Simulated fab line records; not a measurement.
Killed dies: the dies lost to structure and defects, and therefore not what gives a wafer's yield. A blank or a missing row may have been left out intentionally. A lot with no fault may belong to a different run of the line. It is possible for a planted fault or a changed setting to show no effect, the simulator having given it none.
fab line records -- flow n5-finfet
record: lots: 7, wafers: 21
route steps=1938 shown BEOL_M12@1649 BEOL_M15@1801 MIM_BOT_ETCH@1866 TV_OPEN@1890 PASSIVATION@1929
start-h: hours from the record's opening day to when the first of the lot's shown wafers began -- wait-h: how many hours have passed since the lot's step before this one -- " repeats the value in the row above -- L1.1+2: several wafers, shown together as one row -- - no value present, or no start provided -- * or withheld: withheld -- < > ~ a bound
route shown NAME@n: a module of which the file shows steps, and the number in the route of the first -- usual: mean and standard deviation over wafers with no fault -- same: alike in all rows -- chamber/n: place in a boat -- sites: readings site by site -- _std_site: their standard deviation -- _edge_site: mean of outer sites minus mean of inner sites -- radius-mm: how far each site lies from the wafer's centre -- mask NAME#n: copy n -- behind: tool/chamber where the wafer was last shaped -- hold: why the lot was held/for how many hours/how that ended -- device: the transistor (n, p or np) that didn't switch -- end of line: the tests these same wafers got at the end of their route -- step lacking rows: just its recipe -- killed: at the first sort, the dies lost to defects and structure; wafer yield is something else -- map: per-die view of a wafer (x killed, . not killed, _ where there is no die)
set.NAME: the run value of the setting; set.NAME@STEP: its run value at that earlier step -- model.NAME: the simulator's own value behind a step, which no gauge read
one table per step and one row per wafer, for lots whose settings were changed on purpose
== steps ==
step: N5_BEOL_M12_SPUTTER_44
recipe: material: Ta, target-thk-a: 100, temp-c: 50, bias-v: 80, power-w: 15000, chamber-pressure-pa: 0.07, time-s: 16.13
lot.wafer,tool,chamber,start-h,wait-h,set.time-s,model.Ta_of_BEOL_M12_SPUTTER_44.thk-nm
L074.1+6,pvd-sputter-02,-,229.54,0.0,14.03,8.8
L074.5,pvd-sputter-02,-,229.54,0.0,16.13,10.2
L075.3,pvd-sputter-01,-,238.39,0.0,16.13,9.8
L075.4,pvd-sputter-01,-,238.39,0.0,16.13,10.2
L075.5,pvd-sputter-01,-,238.39,0.0,15.33,9.2
L080.1+3,pvd-sputter-01,-,275.19,0.0,16.13,10
L080.2,pvd-sputter-01,-,275.19,0.0,16.13,10.2
L084.2+5,pvd-sputter-03,-,291.92,0.0,16.13,10
L084.3,pvd-sputter-03,-,291.92,0.0,16.13,10.2
L089.2+6,pvd-sputter-02,-,322.96,0.0,16.13,10.4
L089.5,pvd-sputter-02,-,322.96,0.0,17.09,11
L091.4,pvd-sputter-02,-,346.13,0.0,16.13,9.8
L091.5+6,pvd-sputter-02,-,346.13,0.0,16.13,10
L095.3,pvd-sputter-01,-,377.87,0.0,16.13,10.2
L095.4+5,pvd-sputter-01,-,377.87,0.0,16.13,9.8
step: N5_BEOL_M12_SPUTTER_45
recipe: material: Cu, target-thk-a: 800, temp-c: -20, bias-v: 60, power-w: 26000, chamber-pressure-pa: 0.13, time-s: 13.33
step: N5_BEOL_M12_ECD_47
recipe: material: Cu, target-thk-a: 7200
step: N5_BEOL_M12_ANNEAL_48
recipe: temp-c: 225, time-s: 90, ambient: N2
step: N5_BEOL_M12_CMP_49
recipe: stop-on: SiOC, t-overpolish-s: 20.6, down-force-psi: 1, platen-rpm: 50, clearing-platen-down-force-psi: 1.5, clearing-platen-rpm: 50, post-cmp-clean: cu-alkaline, target-thk-nm: 320, clearing-platen-pad-velocity-m-s: 0.99484, pad-velocity-m-s: 0.99484
lot.wafer,tool,chamber,start-h,wait-h,set.time-s@BEOL_M12_TRENCH_ETCH_34,model.Cu_of_BEOL_M12_ECD_47.thk-nm
L074.1,cmp-04,1,230.50,0.3,98.98,253.4
L074.6,cmp-04,0,230.50,0.3,125.5,318.4
L074.5,cmp-04,1,230.50,0.3,125.5,317
L075.3,cmp-02,2,239.03,0.2,125.5,322
L075.4,cmp-02,0,239.03,0.2,117.1,293.4
L075.5,cmp-02,2,239.03,0.2,125.5,316.8
L080.2,cmp-01,0,275.83,0.2,145.3,362.4
L080.1,cmp-01,1,275.83,0.2,125.5,321
L080.3,cmp-01,3,275.83,0.2,145.3,362.8
L084.2,cmp-02,1,292.60,0.2,125.5,313.8
L084.3,cmp-02,2,292.60,0.2,125.5,322.8
L084.5,cmp-02,1,292.60,0.2,125.5,330.2
L089.2,cmp-02,0,323.91,0.2,147,366
L089.6,cmp-02,0,323.91,0.2,147,376.6
L089.5,cmp-02,1,323.91,0.2,147,367.2
L091.4,cmp-04,2,347.55,0.2,147.7,384.2
L091.6,cmp-04,3,347.55,0.2,125.5,319
L091.5,cmp-04,0,347.55,0.2,147.7,367.4
L095.4,cmp-02,3,378.76,0.2,125.5,319.8
L095.3,cmp-02,0,378.76,0.2,125.5,324.2
L095.5,cmp-02,2,378.76,0.2,125.5,325.4
step: N5_BEOL_M12_THK_MEAS_50
recipe: thk-meas-gauge: xrf, reads: Cu_of_BEOL_M12_ECD_47
usual: M12_THK: 324/5.3
lot.wafer,tool,chamber,start-h,wait-h,set.time-s@BEOL_M12_TRENCH_ETCH_34,M12_THK[nm]
L074.1,film-metro-02,-,230.76,-,98.98,254
L074.5,film-metro-02,-,230.76,-,125.5,318
L074.6,film-metro-02,-,230.76,-,125.5,320
L075.3,film-metro-02,-,239.33,-,125.5,324
L075.4,film-metro-02,-,239.33,-,117.1,295
L075.5,film-metro-02,-,239.33,-,125.5,317
L080.1,film-metro-01,-,276.13,-,125.5,325
L080.2,film-metro-01,-,276.13,-,145.3,365
L080.3,film-metro-01,-,276.13,-,145.3,367
L084.2,film-metro-02,-,292.86,-,125.5,319
L084.3,film-metro-02,-,292.86,-,125.5,326
L084.5,film-metro-02,-,292.86,-,125.5,333
L089.2,film-metro-01,-,324.20,-,147,371
L089.5,film-metro-01,-,324.20,-,147,371
L089.6,film-metro-01,-,324.20,-,147,380
L091.4,film-metro-01,-,347.73,-,147.7,387
L091.5,film-metro-01,-,347.73,-,147.7,370
L091.6,film-metro-01,-,347.73,-,125.5,324
L095.3,film-metro-02,-,378.98,-,125.5,332
L095.4,film-metro-02,-,378.98,-,125.5,326
L095.5,film-metro-02,-,378.98,-,125.5,333
step: N5_BEOL_M12_PRE_CLEAN_52
recipe: gas: NH3, time-s: 15, temp-c: withheld, rf-power-w: 300
step: N5_BEOL_M12_DEP_53
recipe: material: SiCN, target-thk-a: 300, temp-c: withheld, precursor: 3MS/NH3, pressure-torr: 3, rf-w: 675, time-s: 10.5
step: N5_BEOL_M12_RS_MEAS_54
recipe: thk-meas-gauge: four-point-probe, reads: Cu_of_BEOL_M12_ECD_47+Ta_of_BEOL_M12_SPUTTER_44+TaN_of_BEOL_M12_SPUTTER_43
usual: M12_RS: 0.0600/0.001
lot.wafer,tool,chamber,start-h,wait-h,set.time-s@BEOL_M12_TRENCH_ETCH_34,M12_RS[ohm/sq]
L074.1,film-metro-02,-,230.88,0.0,98.98,0.0767
L074.5,film-metro-02,-,230.88,0.0,125.5,0.0606
L074.6,film-metro-02,-,230.88,0.0,125.5,0.0602
L075.3,film-metro-02,-,239.45,0.0,125.5,0.0595
L075.4,film-metro-02,-,239.45,0.0,117.1,0.0656
L075.5,film-metro-02,-,239.45,0.0,125.5,0.0605
L080.1,film-metro-02,-,276.25,0.0,125.5,0.0597
L080.2,film-metro-02,-,276.25,0.0,145.3,0.0527
L080.3,film-metro-02,-,276.25,0.0,145.3,0.0527
L084.2,film-metro-02,-,292.98,0.0,125.5,0.0612
L084.3,film-metro-02,-,292.98,0.0,125.5,0.0593
L084.5,film-metro-02,-,292.98,0.0,125.5,0.0580
L089.2,film-metro-02,-,324.33,0.0,147,0.0521
L089.5,film-metro-02,-,324.33,0.0,147,0.0520
L089.6,film-metro-02,-,324.33,0.0,147,0.0506
L091.4,film-metro-02,-,347.86,0.0,147.7,0.0495
L091.5,film-metro-02,-,347.86,0.0,147.7,0.0519
L091.6,film-metro-02,-,347.86,0.0,125.5,0.0600
L095.3,film-metro-02,-,379.10,0.0,125.5,0.0591
L095.4,film-metro-02,-,379.10,0.0,125.5,0.0600
L095.5,film-metro-02,-,379.10,0.0,125.5,0.0590
step: N5_BEOL_M15_PEB_26
recipe: peb-temp-c: 130, peb-time-s: 90
lot.wafer,tool,chamber,start-h,wait-h,set.peb-temp-c
L074.1,litho-track-02,0,244.65,0.1,132.9
L074.5+6,litho-track-02,0,244.65,0.1,130
L075.3+4,litho-track-05,0,258.66,0.0,128.7
L075.5,litho-track-05,0,258.66,0.0,130
L080.1+3,litho-track-04,0,289.76,0.1,130
L080.2,litho-track-04,0,289.76,0.1,132.9
L084.2+3+5,litho-track-05,0,304.21,0.0,130
L089.2+5+6,litho-track-02,0,338.19,0.0,130
L091.4+5,litho-track-02,0,363.28,0.0,126.3
L091.6,litho-track-02,0,363.28,0.0,130
L095.3,litho-track-02,0,390.29,0.0,130
L095.4+5,litho-track-02,0,390.29,0.0,131.3
step: N5_BEOL_M15_DEVELOP_27
recipe: develop-time-s: 45, rinse-liquid: diw, dry: air-spin, dev-temp-c: 21
step: N5_BEOL_M15_HARDBAKE_32
recipe: temp-c: 130, time-s: 120
step: N5_BEOL_M15_CD_MEAS_28
recipe: target-cd-nm: 407.6, landing-energy-ev: 500, detector: se-inlens
usual: cd-nm: 407.7/1.4
lot.wafer,tool,chamber,start-h,wait-h,set.peb-temp-c@BEOL_M15_PEB_26,cd-nm
L074.1,cd-sem-03,0,244.77,-,132.9,418.7
L074.5,cd-sem-03,0,244.77,-,130,406.2
L074.6,cd-sem-03,0,244.77,-,130,406.9
L075.3,cd-sem-01,0,258.78,-,128.7,400.2
L075.4,cd-sem-01,0,258.78,-,128.7,400.5
L075.5,cd-sem-01,0,258.78,-,130,407.1
L080.1,cd-sem-03,0,289.87,-,130,407.6
L080.2,cd-sem-03,0,289.87,-,132.9,417.9
L080.3,cd-sem-03,0,289.87,-,130,408.9
L084.2,cd-sem-02,0,304.33,-,130,407.3
L084.3,cd-sem-02,0,304.33,-,130,406.5
L084.5,cd-sem-02,0,304.33,-,130,406.0
L089.2,cd-sem-03,0,338.30,-,130,405.3
L089.5,cd-sem-03,0,338.30,-,130,407.1
L089.6,cd-sem-03,0,338.30,-,130,405.9
L091.4,cd-sem-01,0,363.40,-,126.3,385.4
L091.5,cd-sem-01,0,363.40,-,126.3,385.9
L091.6,cd-sem-01,0,363.40,-,130,407.4
L095.3,cd-sem-03,0,390.41,-,130,408.6
L095.4,cd-sem-03,0,390.41,-,131.3,412.8
L095.5,cd-sem-03,0,390.41,-,131.3,413.8
step: N5_BEOL_M15_DESCUM_33
recipe: chemistry: O2, time-s: 7.9, source-power-w: 50, bias-power-w: 20, pressure-mtorr: 20, rf-frequency-hz: 2.712e+07, temp-c: 40, o2-flow-sccm: 225
lot.wafer,tool,chamber,start-h,wait-h,set.peb-temp-c@BEOL_M15_PEB_26,model.BEOL_M15.cd-nm
L074.1,rie-diel-01,1,244.85,0.0,132.9,418.6
L074.5,rie-diel-01,0,244.85,0.0,130,406.2
L074.6,rie-diel-01,1,244.85,0.0,130,407
L075.3,rie-diel-01,1,258.86,0.0,128.7,400
L075.4,rie-diel-01,0,258.86,0.0,128.7,400.4
L075.5,rie-diel-01,1,258.86,0.0,130,407
L080.1,rie-diel-06,3,289.96,0.0,130,407.2
L080.2,rie-diel-06,2,289.96,0.0,132.9,418
L080.3,rie-diel-06,0,289.96,0.0,130,409.2
L084.2,rie-diel-06,3,304.42,0.0,130,407
L084.3,rie-diel-06,1,304.42,0.0,130,406.8
L084.5,rie-diel-06,2,304.42,0.0,130,406.2
L089.2,rie-diel-06,3,338.39,0.0,130,405.2
L089.5,rie-diel-06,2,338.39,0.0,130,407
L089.6,rie-diel-06,3,338.39,0.0,130,405.8
L091.4,rie-diel-01,0,363.53,0.1,126.3,385.4
L091.5,rie-diel-01,0,363.53,0.1,126.3,386
L091.6,rie-diel-01,1,363.53,0.1,130,407.2
L095.3,rie-diel-02,2,390.54,0.1,130,408.8
L095.4,rie-diel-02,1,390.54,0.1,131.3,412.8
L095.5,rie-diel-02,2,390.54,0.1,131.3,413.8
step: N5_BEOL_M15_ETCH_61
recipe: chemistry: N2/H2, target: BARC, target-depth-a: 890, overetch-a: 267, time-s: 67.9, ion-energy-ev: 200, pressure-mtorr: 30, source-w: 840, bias-w: 150, n2-flow-sccm: 200, h2-flow-sccm: 200
lot.wafer,tool,chamber,start-h,wait-h,set.peb-temp-c@BEOL_M15_PEB_26,model.BEOL_M15.cd-nm
L074.1,rie-diel-01,1,244.89,0.0,132.9,413
L074.5,rie-diel-01,0,244.89,0.0,130,398.2
L074.6,rie-diel-01,1,244.89,0.0,130,401.6
L075.3,rie-diel-01,1,258.90,0.0,128.7,392.6
L075.4,rie-diel-01,0,258.90,0.0,128.7,392
L075.5,rie-diel-01,1,258.90,0.0,130,400.8
L080.1,rie-diel-06,3,290.00,0.0,130,399.4
L080.2,rie-diel-06,2,290.00,0.0,132.9,410.4
L080.3,rie-diel-06,0,290.00,0.0,130,402.2
L084.2,rie-diel-06,3,304.45,0.0,130,399.6
L084.3,rie-diel-06,1,304.45,0.0,130,399.4
L084.5,rie-diel-06,2,304.45,0.0,130,398
L089.2,rie-diel-06,3,338.43,0.0,130,398.2
L089.5,rie-diel-06,2,338.43,0.0,130,399.6
L089.6,rie-diel-06,3,338.43,0.0,130,398.8
L091.4+5,rie-diel-01,0,363.56,0.0,126.3,377.4
L091.6,rie-diel-01,1,363.56,0.0,130,401.6
L095.3,rie-diel-02,2,390.58,0.0,130,400.4
L095.4,rie-diel-02,1,390.58,0.0,131.3,404.6
L095.5,rie-diel-02,2,390.58,0.0,131.3,405.6
step: N5_BEOL_M15_TRENCH_ETCH_34
recipe: chemistry: C4F8/O2/Ar, target: SiO2, target-depth-a: 8729.3, he-inner-torr: 15, he-outer-torr: 30, time-s: 199, ion-energy-ev: 800, pressure-mtorr: 20, source-w: 1905, bias-w: 2040, Ar_flow_sccm: 400, C4F8_flow_sccm: 16, O2_flow_sccm: 12
step: N5_BEOL_M15_STRIP_62
recipe: chemistry: O2, power-w: 600, temp-c: 60, pressure-mtorr: 30, rf-frequency-hz: 6e+07, bias-power-w: 0, overash-fraction: 0.3, o2-flow-sccm: 225
step: N5_BEOL_M15_STRIP_37
recipe: chemistry: O2, power-w: 600, temp-c: 60, pressure-mtorr: 30, rf-frequency-hz: 6e+07, bias-power-w: 0, overash-fraction: 0.3, o2-flow-sccm: 225
step: N5_BEOL_M15_ETCH_38
recipe: chemistry: CF4/N2, target: SiCN, target-depth-a: 1064, taper-deg: 2, time-s: 120.5, ion-energy-ev: 150, mask-material: SiO2, pressure-mtorr: 40, source-w: 430, bias-w: 70, Ar_flow_sccm: 100, cf4-flow-sccm: 60, n2-flow-sccm: 60
lot.wafer,tool,chamber,start-h,wait-h,set.peb-temp-c@BEOL_M15_PEB_26,model.BEOL_M15.cd-nm
L074.1,rie-diel-06,2,-,-,132.9,413.2
L074.5,rie-diel-06,0,-,-,130,397.8
L074.6,rie-diel-06,1,-,-,130,401.6
L075.3,rie-diel-01,0,-,-,128.7,393
L075.4,rie-diel-01,3,-,-,128.7,391.8
L075.5,rie-diel-01,3,-,-,130,400.6
L080.1,rie-diel-01,3,-,-,130,399.6
L080.2,rie-diel-01,0,-,-,132.9,409.8
L080.3,rie-diel-01,2,-,-,130,402.6
L084.2,rie-diel-02,3,-,-,130,400.4
L084.3,rie-diel-02,1,-,-,130,399.4
L084.5,rie-diel-02,0,-,-,130,397.8
L089.2,rie-diel-02,0,-,-,130,399
L089.5+6,rie-diel-02,"2,3",-,-,130,399.8
L091.4,rie-diel-01,2,-,-,126.3,377
L091.5,rie-diel-01,1,-,-,126.3,376.6
L091.6,rie-diel-01,0,-,-,130,401.8
L095.3,rie-diel-02,2,-,-,130,400.6
L095.4,rie-diel-02,3,-,-,131.3,404.8
L095.5,rie-diel-02,1,-,-,131.3,405.2
step: N5_MIM_BOT_ETCH_ETCH_04
recipe: chemistry: CF4/O2, target: SiNx, target-depth-a: 260, time-s: 13, ion-energy-ev: 100, pressure-mtorr: 40, source-w: 535, bias-w: 49, Ar_flow_sccm: 100, cf4-flow-sccm: 100, O2_flow_sccm: 10
lot.wafer,tool,chamber,start-h,wait-h,set.time-s,model.etch.depth-nm
L074.1,rie-diel-05,3,254.69,0.0,15.19,29.35
L074.5,rie-diel-05,1,254.69,0.0,13,25.33
L074.6,rie-diel-05,2,254.69,0.0,15.19,31.87
L075.3,rie-diel-05,0,266.37,0.0,13,26.99
L075.4,rie-diel-05,2,266.37,0.0,14.49,30.42
L075.5,rie-diel-05,1,266.37,0.0,14.49,28.41
L080.1,rie-diel-03,2,301.00,0.0,13,26.05
L080.2,rie-diel-03,1,301.00,0.0,13.8,28.68
L080.3,rie-diel-03,3,301.00,0.0,13.8,28.22
L084.2,rie-diel-04,3,314.94,0.0,13,25.37
L084.3,rie-diel-04,2,314.94,0.0,13,26.58
L084.5,rie-diel-04,2,314.94,0.0,13,26.26
L089.2,rie-diel-03,0,347.07,0.0,13,25.93
L089.5,rie-diel-03,1,347.07,0.0,13,27.22
L089.6,rie-diel-03,2,347.07,0.0,13,26.53
L091.4,rie-diel-04,1,370.94,0.0,11.85,23.66
L091.5,rie-diel-04,1,370.94,0.0,13,26.13
L091.6,rie-diel-04,0,370.94,0.0,11.85,23.33
L095.3,rie-diel-05,0,399.12,0.0,13,26.26
L095.4,rie-diel-05,3,399.12,0.0,14.32,27.87
L095.5,rie-diel-05,2,399.12,0.0,13,26.67
step: N5_PASSIVATION_ETCH_15
recipe: chemistry: CF4/N2, target: SiCN, target-depth-a: 750, taper-deg: 2, time-s: 81.2, ion-energy-ev: 150, mask-material: SiNx, pressure-mtorr: 40, source-w: 430, bias-w: 70, Ar_flow_sccm: 100, cf4-flow-sccm: 60, n2-flow-sccm: 60
usual: rf-vpp-V: 382.2/1.8
lot.wafer,tool,chamber,start-h,wait-h,set.bias-w,rf-vpp-V
L074.1,rie-diel-02,1,-,-,76.1,400.4
L074.5,rie-diel-02,0,-,-,76.1,403.6
L074.6,rie-diel-02,3,-,-,76.1,399.2
L075.3,rie-diel-02,0,-,-,70,382.9
L075.4,rie-diel-02,1,-,-,70,379.6
L075.5,rie-diel-02,1,-,-,70,381.4
L080.1,rie-diel-02,1,-,-,77.59,407.5
L080.2,rie-diel-02,2,-,-,70,382.9
L080.3,rie-diel-02,3,-,-,70,379.7
L084.2,rie-diel-06,0,-,-,70,380.9
L084.3,rie-diel-06,3,-,-,70,385.4
L084.5,rie-diel-06,2,-,-,70,383.7
L089.2,rie-diel-01,3,-,-,70,381.1
L089.5,rie-diel-01,0,-,-,70,381.0
L089.6,rie-diel-01,1,-,-,58.11,339.9
L091.4,rie-diel-06,0,-,-,70,381.2
L091.5,rie-diel-06,3,-,-,62.09,358.1
L091.6,rie-diel-06,0,-,-,62.09,353.2
L095.3,rie-diel-06,0,-,-,76.83,403.3
L095.4,rie-diel-06,1,-,-,76.83,404.5
L095.5,rie-diel-06,3,-,-,70,385.6
step: N5_PASSIVATION_PASS_ETCH_47
recipe: chemistry: CF4/O2, target: SiNx, target-depth-a: 7700, time-s: 385, ion-energy-ev: 100, pressure-mtorr: 40, source-w: 535, bias-w: 49, Ar_flow_sccm: 100, cf4-flow-sccm: 100, O2_flow_sccm: 10
lot.wafer,tool,chamber,start-h,wait-h,set.time-s,model.etch.depth-nm
L074.1,rie-diel-03,1,263.81,0.0,385,795.3
L074.5,rie-diel-03,3,263.81,0.0,423.6,853.4
L074.6,rie-diel-03,0,263.81,0.0,423.6,831.6
L075.3,rie-diel-03,3,275.39,0.0,385,777.3
L075.4,rie-diel-03,0,275.39,0.0,385,759.2
L075.5,rie-diel-03,2,275.39,0.0,385,792.1
L080.1,rie-diel-04,1,306.01,0.0,385,784.4
L080.2,rie-diel-04,2,306.01,0.0,462.2,940.6
L080.3,rie-diel-04,3,306.01,0.0,385,753.2
L084.2,rie-diel-05,1,326.11,0.0,385,751
L084.3,rie-diel-05,2,326.11,0.0,385,807
L084.5,rie-diel-05,0,326.11,0.0,385,797.4
L089.2,rie-diel-03,2,355.82,0.0,385,764.2
L089.5,rie-diel-03,2,355.82,0.0,385,768.7
L089.6,rie-diel-03,3,355.82,0.0,423.4,844
L091.4,rie-diel-05,1,378.54,0.0,385,773.7
L091.5,rie-diel-05,0,378.54,0.0,385,784.1
L091.6,rie-diel-05,3,378.54,0.0,385,754.5
L095.3,rie-diel-04,3,407.62,0.0,385,753.4
L095.4,rie-diel-04,1,407.62,0.0,412.2,832.3
L095.5,rie-diel-04,1,407.62,0.0,385,779
== key ==
split: step: N5_BEOL_M12_SPUTTER_44, setting: time-s, stated: 16.13, by: wafer
response: step: N5_BEOL_M12_SPUTTER_44, reading: model.Ta_of_BEOL_M12_SPUTTER_44.thk-nm, change: +0.112, per: 1%, r: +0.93
split: step: N5_BEOL_M15_PEB_26, setting: peb-temp-c, stated: 130, by: wafer
response: step: N5_BEOL_M15_CD_MEAS_28, reading: cd-nm, change: +6.07, per: 1%, r: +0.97
response: step: N5_BEOL_M15_DESCUM_33, reading: model.BEOL_M15.cd-nm, change: +6.04, per: 1%, r: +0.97
response: step: N5_BEOL_M15_ETCH_61, reading: model.BEOL_M15.cd-nm, change: +6.62, per: 1%, r: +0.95
response: step: N5_BEOL_M15_ETCH_38, reading: model.BEOL_M15.cd-nm, change: +6.65, per: 1%, r: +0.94
split: step: N5_MIM_BOT_ETCH_ETCH_04, setting: time-s, stated: 13, by: wafer
response: step: N5_MIM_BOT_ETCH_ETCH_04, reading: model.etch.depth-nm, change: +0.266, per: 1%, r: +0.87
split: step: N5_PASSIVATION_ETCH_15, setting: bias-w, stated: 70, by: wafer
response: step: N5_PASSIVATION_ETCH_15, reading: rf-vpp-V, change: +2.3, per: 1%, r: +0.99
split: step: N5_PASSIVATION_PASS_ETCH_47, setting: time-s, stated: 385, by: wafer
response: step: N5_PASSIVATION_PASS_ETCH_47, reading: model.etch.depth-nm, change: +7.91, per: 1%, r: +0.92
split outside-this-file step=N5_BEOL_M12_TRENCH_ETCH_34 setting=time-s
split outside-this-file: this setting was split too, and the file shows its column; the key of that split is in another file
